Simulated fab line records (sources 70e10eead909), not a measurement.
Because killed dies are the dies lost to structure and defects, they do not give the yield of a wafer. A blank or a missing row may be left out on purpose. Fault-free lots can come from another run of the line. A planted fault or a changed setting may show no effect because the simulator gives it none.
Matching of chambers    flow nandHarc    rieDiel-13 running NHARC_A_CONTACT_ETCH_90: 4 sister chambers
The step etches the open film in CH3F/O2, target depth 40 nm, time 85.7 s. 8 wafers are shown with their chamber, then 7 later ones without.

## WAFERS PAIRED WITH THEIR CHAMBERS
wafer   chamber  drypumpMotorCurrentA (A)  runLengthS (s)
L278.6  3        6.2                       106.4
L282.1  2        6.0                       106.9
L282.3  1        5.2                       106.9
L282.5  0        5.6                       106.2
L281.3  1        5.2                       106.5
L281.5  0        5.6                       106.2
L281.6  3        6.2                       106.8
L286.3  2        6.1                       107.4

## WAFERS MISSING THEIR CHAMBER
wafer   drypumpMotorCurrentA (A)  runLengthS (s)
L286.5  5.6                       106.1
L286.6  6.2                       106.3
L285.4  5.2                       106.6
L285.5  5.2                       106.8
L285.6  5.5                       106.0
L290.2  5.6                       106.2
L290.4  5.2                       106.5

## WHICH CHAMBER EACH ONE RAN IN
wafer   from the rows above  in truth
L286.5  0                    0
L286.6  3                    3
L285.4  1                    1
L285.5  1                    1
L285.6  0                    0
L290.2  0                    0
L290.4  1                    1
7 of 7 placed correctly. Can't be placed from these rows: 0. 0 placed wrongly.
How it was worked out, from the rows above alone: a wafer's distance from a chamber is the root of the sum, over the readings, of the square of ((its reading less the chamber's mean) divided by the reading's scatter). The wafer belongs to the nearest chamber; if the next one is less than 2 further off, it can't be placed. Each chamber's mean is taken over the wafers shown for it. The scatter: take each reading less its chamber's mean, square it, sum over the shown wafers, divide by the number of wafers less the number of chambers, and take the root.
